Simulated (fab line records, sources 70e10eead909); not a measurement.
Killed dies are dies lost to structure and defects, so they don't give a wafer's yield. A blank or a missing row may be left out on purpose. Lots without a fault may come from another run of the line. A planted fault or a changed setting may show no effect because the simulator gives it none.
Chamber matching | flow nand_harc | NHARC_A_DECK1_JOINT_ETCHBACK_00 on rie_si-06: 4 sister chambers
The step etches the open film in HBr, target depth 30 nm, time 17.4 s. 14 wafers are shown with their chamber, then 7 later ones without.

WAFERS WITH THEIR CHAMBER
wafer  | chamber | throttle_valve_pct (%) | oes_product_au (a.u.)
L387.3 | 3       | 23.271                 | 0.997
L387.4 | 2       | 23.262                 | 1.014
L387.6 | 3       | 23.277                 | 0.996
L389.1 | 3       | 23.273                 | 1.005
L389.4 | 1       | 23.254                 | 1.011
L389.5 | 0       | 23.272                 | 1.002
L392.1 | 1       | 23.273                 | 1.003
L392.5 | 0       | 23.264                 | 0.985
L392.6 | 3       | 23.275                 | 1.005
L398.1 | 1       | 23.279                 | 1.000
L398.3 | 2       | 23.267                 | 0.991
L398.4 | 1       | 23.263                 | 0.994
L399.2 | 2       | 23.259                 | 0.999
L399.5 | 2       | 23.272                 | 0.987

SIGNATURES (means of the wafers above)
reading            | chamber 0 | chamber 1 | chamber 2 | chamber 3 | scatter within a chamber
throttle_valve_pct | 23.26800  | 23.26725  | 23.26500  | 23.27400  | 0.00717
oes_product_au     | 0.99350   | 1.00200   | 0.99775   | 1.00075   | 0.00891
Rule: a wafer's distance from a chamber is the root of the sum, over the readings, of the square of ((its reading less the chamber's mean) divided by the reading's scatter). The wafer belongs to the nearest chamber; if the next one is less than 2 further off, it can't be placed. The scatter: the root of (the sum of the squares of (reading less its chamber's mean) over the shown wafers, divided by (wafers less chambers)).

WAFERS WITHOUT THEIR CHAMBER
wafer  | throttle_valve_pct (%) | oes_product_au (a.u.)
L399.6 | 23.264                 | 1.004
L408.1 | 23.268                 | 0.998
L408.4 | 23.269                 | 0.989
L408.6 | 23.261                 | 0.997
L410.2 | 23.267                 | 0.988
L410.4 | 23.256                 | 0.999
L410.6 | 23.277                 | 0.984

WHICH CHAMBER EACH WENT THROUGH
wafer  | from the rows above               | in truth
L399.6 | can't be placed: 1 or 2 or 0 or 3 | 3
L408.1 | can't be placed: 2 or 1 or 0 or 3 | 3
L408.4 | can't be placed: 0 or 2 or 1 or 3 | 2
L408.6 | can't be placed: 2 or 1 or 0 or 3 | 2
L410.2 | can't be placed: 0 or 2 or 1 or 3 | 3
L410.4 | can't be placed: 2 or 1 or 0 or 3 | 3
L410.6 | can't be placed: 0 or 3 or 2 or 1 | 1
Placed correctly: 0 of 7. Can't be placed from these rows: 7 (the true chamber is among the candidates in 7). Placed wrongly: 0.
